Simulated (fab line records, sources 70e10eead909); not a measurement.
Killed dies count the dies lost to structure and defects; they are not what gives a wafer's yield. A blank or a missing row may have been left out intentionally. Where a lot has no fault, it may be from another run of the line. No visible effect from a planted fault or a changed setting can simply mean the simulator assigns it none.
Matching of chambers	flow nandHarc	NHARC_A_STAIRCASE_ALD_415 on aldHk-03: 4 sister chambers
The step deposits SiO2, target thk 30 nm, pulse time 6 s, ald cycles 300. 16 wafers are shown with their chamber, then 8 later ones without.

EACH WAFER AND ITS CHAMBER
wafer	chamber	heaterPowerW (W)	precursorPulseHeightRel
L120.1	2	377	1.001
L120.2	1	458	0.953
L120.5	3	456	1.030
L123.1	2	393	0.999
L123.3	1	452	0.990
L123.6	0	470	1.048
L126.2	3	447	1.016
L126.3	0	486	1.022
L126.4	2	389	0.968
L127.3	0	480	1.018
L127.5	3	451	0.988
L127.6	0	473	0.990
L128.1	1	455	0.993
L128.2	2	386	0.999
L128.4	3	464	1.044
L129.1	2	392	0.966

SIGNATURES (means of the wafers above)
reading	chamber 0	chamber 1	chamber 2	chamber 3	scatter within a chamber
heaterPowerW	477.25	455.00	387.40	454.50	6.45
precursorPulseHeightRel	1.01950	0.97867	0.98660	1.01950	0.0218
Rule: distance of a wafer from a chamber = root of the sum over the readings of ((wafer's reading minus chamber's mean) / reading's scatter) squared. If the next closest chamber is less than 2 further off than the closest, the wafer can't be placed; otherwise it belongs to the closest. The scatter is the square root of a quotient: the sum, over the shown wafers, of each reading's squared deviation from its chamber's mean, divided by wafers minus chambers.

WAFERS WITHOUT THEIR CHAMBER
wafer	heaterPowerW (W)	precursorPulseHeightRel
L129.3	448	0.966
L129.5	465	1.018
L131.1	491	1.035
L131.2	448	0.972
L131.6	444	1.026
L139.2	382	0.984
L139.4	466	1.040
L139.5	375	1.000

CHAMBER TAKEN BY EACH
wafer	from the rows above	in truth
L129.3	can't be placed: 1 or 3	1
L129.5	can't be placed: 3 or 0 or 1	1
L131.1	0	0
L131.2	can't be placed: 1 or 3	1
L131.6	can't be placed: 3 or 1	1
L139.2	2	2
L139.4	can't be placed: 0 or 3 or 1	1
L139.5	2	2
Correctly placed: 3 of 8. These rows do not allow placing 5 (true chamber among the candidates in 5). Placed wrongly: 0.
